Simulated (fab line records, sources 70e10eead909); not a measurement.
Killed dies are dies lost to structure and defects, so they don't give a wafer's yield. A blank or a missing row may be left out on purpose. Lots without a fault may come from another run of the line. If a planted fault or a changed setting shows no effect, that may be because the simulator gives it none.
Commonality check across tools + flow nand harc + Sampled: 12 lots, 36 wafers

== WHAT PROMPTED THE OPENING ==
On 2 of the 12 lots, a flag is raised at NHARC_P_M0_INSPECT_27 on the reading raw defect count. No-fault wafers: 276, standard deviation 96.
Rule: flag the lot when none of its wafers has a number, or when each of its wafers that has one lies beyond 4 standard deviations from that mean. All remaining lots are regarded as sound.

| lot  | measured     | on                | raw defect count, wafer by wafer | flag    |
|------|--------------|-------------------|----------------------------------|---------|
| L728 | day 6 20:31  | defect inspect-01 | 274 283 380                      |         |
| L727 | day 6 21:18  | defect inspect-02 | 379 174 293                      |         |
| L729 | day 7 13:25  | defect inspect-01 | 218 275 393                      |         |
| L732 | day 8 19:26  | defect inspect-01 | 218 258 400                      |         |
| L734 | day 9 14:53  | defect inspect-01 | 277 238 462                      |         |
| L735 | day 10 11:04 | defect inspect-02 | 239 222 256                      |         |
| L738 | day 11 09:00 | defect inspect-01 | 107 118 270                      |         |
| L740 | day 12 06:34 | defect inspect-01 | 358 297 368                      |         |
| L742 | day 12 18:32 | defect inspect-01 | 199 154 221                      |         |
| L745 | day 13 23:52 | defect inspect-02 | 1125 1146 1041                   | FLAGGED |
| L746 | day 14 11:18 | defect inspect-02 | 1278 1141 1169                   | FLAGGED |
| L747 | day 15 02:05 | defect inspect-02 | 178 181 245                      |         |
Average over the flagged lots: 1150; offset from the usual +874, equal to +9 standard deviations.

== TOOL THAT RAN EACH LOT ==
Before the reading, the record contains 2 process steps out of a 1302-step route. Cell contents, in order: the tool; ch with the chambers the sampled wafers went through; the start.
| lot  | flag    | NHARC_P_M0_DEGAS_28          | NHARC_P_M0_CMP_23             |
|------|---------|------------------------------|-------------------------------|
| L728 |         | pvd sputter-01, day 6 18:58  | cmp-04 ch 0,1,3, day 6 20:07  |
| L727 |         | pvd sputter-03, day 6 19:26  | cmp-04 ch 1,3, day 6 20:50    |
| L729 |         | pvd sputter-03, day 7 11:53  | cmp-04 ch 0,1,2, day 7 12:57  |
| L732 |         | pvd sputter-01, day 8 17:53  | cmp-02 ch 0,1,2, day 8 18:59  |
| L734 |         | pvd sputter-03, day 9 13:20  | cmp-02 ch 0,1,3, day 9 14:30  |
| L735 |         | pvd sputter-02, day 10 09:30 | cmp-04 ch 1,3, day 10 10:35   |
| L738 |         | pvd sputter-01, day 11 07:27 | cmp-02 ch 0,1,3, day 11 08:34 |
| L740 |         | pvd sputter-02, day 12 04:59 | cmp-01 ch 2,3, day 12 06:05   |
| L742 |         | pvd sputter-03, day 12 16:58 | cmp-01 ch 1,2,3, day 12 18:07 |
| L745 | FLAGGED | pvd sputter-02, day 13 22:17 | cmp-02 ch 1,2,3, day 13 23:23 |
| L746 | FLAGGED | pvd sputter-01, day 14 09:44 | cmp-02 ch 0,1,2, day 14 10:53 |
| L747 |         | pvd sputter-01, day 15 00:32 | cmp-01 ch 0,1,2, day 15 01:37 |
What the steps here do:
- NHARC_P_M0_DEGAS_28: time 60 s.
- NHARC_P_M0_CMP_23: polishes, t overpolish 20 s, target thk 117.54 nm.
- NHARC_P_M0_INSPECT_27

== FLAGGED OVER TOTAL, TOOL BY TOOL (the gauges that took the reading come last) ==
| step                  | tool              | lots run | flagged | share of the flagged lots | sound lots run after its first flagged lot |
|-----------------------|-------------------|----------|---------|---------------------------|--------------------------------------------|
| NHARC_P_M0_DEGAS_28   | pvd sputter-01    | 5        | 1       | some                      | 1 (L747)                                   |
| NHARC_P_M0_DEGAS_28   | pvd sputter-02    | 3        | 1       | some                      | 0                                          |
| NHARC_P_M0_DEGAS_28   | pvd sputter-03    | 4        | 0       | none                      | -                                          |
| NHARC_P_M0_CMP_23     | cmp-01            | 3        | 0       | none                      | -                                          |
| NHARC_P_M0_CMP_23     | cmp-02            | 5        | 2       | all                       | 0                                          |
| NHARC_P_M0_CMP_23     | cmp-04            | 4        | 0       | none                      | -                                          |
| NHARC_P_M0_INSPECT_27 | defect inspect-01 | 7        | 0       | none                      | -                                          |
| NHARC_P_M0_INSPECT_27 | defect inspect-02 | 5        | 2       | all                       | 1 (L747)                                   |

== WHAT IS ALLOWED BY THE TABLE ==
Table rows that saw every flagged lot: 2, namely cmp-02 at NHARC_P_M0_CMP_23 and defect inspect-02 at NHARC_P_M0_INSPECT_27.
- cmp-02 at NHARC_P_M0_CMP_23: 2 of its 5 lots flagged. A fault beginning between L738 (day 11 08:34), its last sound lot, and L745 (day 13 23:23), its first flagged one, fits the data.
- defect inspect-02 at NHARC_P_M0_INSPECT_27: 2 of its 5 lots flagged. Lots that were sound ran on it after the first flagged one (L747); a persistent fault on the entire tool would not allow that.
Just one tool remains: cmp-02 at NHARC_P_M0_CMP_23.

== WHAT THE SIMULATOR HAD PUT IN ==
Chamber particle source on cmp-02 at NHARC_P_M0_CMP_23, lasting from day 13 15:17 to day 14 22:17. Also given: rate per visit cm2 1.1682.
Shown lots that were struck: L745, L746. The same result came from the rule above.
